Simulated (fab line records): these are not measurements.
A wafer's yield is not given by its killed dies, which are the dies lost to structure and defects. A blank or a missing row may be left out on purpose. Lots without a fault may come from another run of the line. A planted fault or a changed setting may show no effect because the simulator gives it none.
Matching of chambers / flow nandHarc / NHARC_A_STAIRCASE_ETCH_19 on rieDiel-04 has 4 sister chambers
The step etches the open film in C4F8/O2, target depth 100 nm, time 40.5 s. 14 wafers are shown with their chamber, then 7 later ones without.

## WAFERS, EACH WITH ITS CHAMBER
wafer=L511.3; chamber=1; rfVppV (V)=907; runLengthS (s)=62.4; oesProductAu (a.u.)=0.925
wafer=L511.5; chamber=0; rfVppV (V)=906; runLengthS (s)=61.3; oesProductAu (a.u.)=0.947
wafer=L511.6; chamber=3; rfVppV (V)=889; runLengthS (s)=61.5; oesProductAu (a.u.)=0.940
wafer=L512.2; chamber=1; rfVppV (V)=904; runLengthS (s)=61.6; oesProductAu (a.u.)=0.924
wafer=L512.3; chamber=3; rfVppV (V)=889; runLengthS (s)=61.5; oesProductAu (a.u.)=0.948
wafer=L512.5; chamber=2; rfVppV (V)=895; runLengthS (s)=61.2; oesProductAu (a.u.)=0.940
wafer=L516.1; chamber=2; rfVppV (V)=896; runLengthS (s)=61.3; oesProductAu (a.u.)=0.929
wafer=L516.2; chamber=0; rfVppV (V)=903; runLengthS (s)=61.5; oesProductAu (a.u.)=0.934
wafer=L516.3; chamber=1; rfVppV (V)=903; runLengthS (s)=62.3; oesProductAu (a.u.)=0.932
wafer=L520.5; chamber=3; rfVppV (V)=886; runLengthS (s)=61.5; oesProductAu (a.u.)=0.957
wafer=L523.3; chamber=1; rfVppV (V)=905; runLengthS (s)=61.5; oesProductAu (a.u.)=0.928
wafer=L523.6; chamber=1; rfVppV (V)=903; runLengthS (s)=61.8; oesProductAu (a.u.)=0.927
wafer=L530.1; chamber=1; rfVppV (V)=904; runLengthS (s)=61.7; oesProductAu (a.u.)=0.926
wafer=L530.2; chamber=2; rfVppV (V)=892; runLengthS (s)=61.4; oesProductAu (a.u.)=0.961

SIGNATURES, as means of the wafers listed above
reading=rfVppV; chamber 0=904.50; chamber 1=904.33; chamber 2=894.33; chamber 3=888.00; scatter within a chamber=1.75
reading=runLengthS; chamber 0=61.400; chamber 1=61.883; chamber 2=61.300; chamber 3=61.500; scatter within a chamber=0.274
reading=oesProductAu; chamber 0=0.94050; chamber 1=0.92700; chamber 2=0.94333; chamber 3=0.94833; scatter within a chamber=0.00893
Rule: a wafer's distance from a chamber is the root of the sum, over the readings, of the square of ((its reading less the chamber's mean) divided by the reading's scatter). The wafer belongs to the nearest chamber; if the next one is less than 2 further off, it can't be placed. How the scatter is found: for the shown wafers, subtract from each reading the mean of its chamber, square and add these, divide the total by (wafers less chambers), then take the root.

## WAFERS MISSING THEIR CHAMBER
wafer=L530.3; rfVppV (V)=906; runLengthS (s)=61.4; oesProductAu (a.u.)=0.942
wafer=L531.1; rfVppV (V)=904; runLengthS (s)=61.5; oesProductAu (a.u.)=0.926
wafer=L531.3; rfVppV (V)=894; runLengthS (s)=61.5; oesProductAu (a.u.)=0.968
wafer=L531.4; rfVppV (V)=906; runLengthS (s)=62.0; oesProductAu (a.u.)=0.927
wafer=L532.2; rfVppV (V)=905; runLengthS (s)=61.5; oesProductAu (a.u.)=0.939
wafer=L532.5; rfVppV (V)=904; runLengthS (s)=61.7; oesProductAu (a.u.)=0.940
wafer=L532.6; rfVppV (V)=906; runLengthS (s)=61.6; oesProductAu (a.u.)=0.939

## CHAMBER TAKEN BY EACH
wafer=L530.3; from the rows above=can't be placed: 0 or 1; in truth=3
wafer=L531.1; from the rows above=can't be placed: 1 or 0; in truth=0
wafer=L531.3; from the rows above=can't be placed: 2 or 3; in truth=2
wafer=L531.4; from the rows above=can't be placed: 1 or 0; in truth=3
wafer=L532.2; from the rows above=can't be placed: 0 or 1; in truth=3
wafer=L532.5; from the rows above=can't be placed: 0 or 1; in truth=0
wafer=L532.6; from the rows above=can't be placed: 0 or 1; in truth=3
0 of 7 placed correctly. Can't be placed from these rows: 7 (the true chamber is among the candidates in 3). Wrongly placed: 0.
